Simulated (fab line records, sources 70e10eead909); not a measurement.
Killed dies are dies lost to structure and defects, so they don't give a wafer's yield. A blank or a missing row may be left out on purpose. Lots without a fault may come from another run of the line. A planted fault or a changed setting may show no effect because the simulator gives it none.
Chamber matching | flow nand_harc | NHARC_A_STAIRCASE_TRIM_229 on rie_diel-10: 4 sister chambers
The step chemistry O2, time 211.2 s. 4 wafers are shown with their chamber, then 9 later ones without.

WAFERS WITH THEIR CHAMBER
wafer  | chamber | showerhead_plenum_p_Torr (Torr)
L083.3 | 3       | 3.34
L093.1 | 2       | 3.42
L093.4 | 0       | 3.36
L093.6 | 1       | 3.51

WAFERS WITHOUT THEIR CHAMBER
wafer  | showerhead_plenum_p_Torr (Torr)
L096.3 | 3.35
L096.4 | 3.50
L096.5 | 3.35
L096.1 | 3.31
L096.2 | 3.42
L096.6 | 3.50
L097.1 | 3.50
L097.2 | 3.35
L097.5 | 3.31

WHICH CHAMBER EACH WENT THROUGH
wafer  | from the rows above     | in truth
L096.3 | can't be placed: 0 or 3 | 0
L096.4 | 1                       | 1
L096.5 | can't be placed: 0 or 3 | 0
L096.1 | can't be placed: 3 or 0 | 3
L096.2 | 2                       | 2
L096.6 | 1                       | 1
L097.1 | 1                       | 1
L097.2 | can't be placed: 0 or 3 | 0
L097.5 | can't be placed: 3 or 0 | 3
Placed correctly: 4 of 9. Can't be placed from these rows: 5 (the true chamber is among the candidates in 5). Placed wrongly: 0.
How it was worked out, from the rows above alone: a wafer's distance from a chamber is the root of the sum, over the readings, of the square of ((its reading less the chamber's mean) divided by the reading's scatter). The wafer belongs to the nearest chamber; if the next one is less than 2 further off, it can't be placed. A chamber's mean is the mean of its shown wafers. The scatter: with one shown wafer a chamber, the root of the mean of the squares of how far each hidden wafer lies from its nearest shown one.
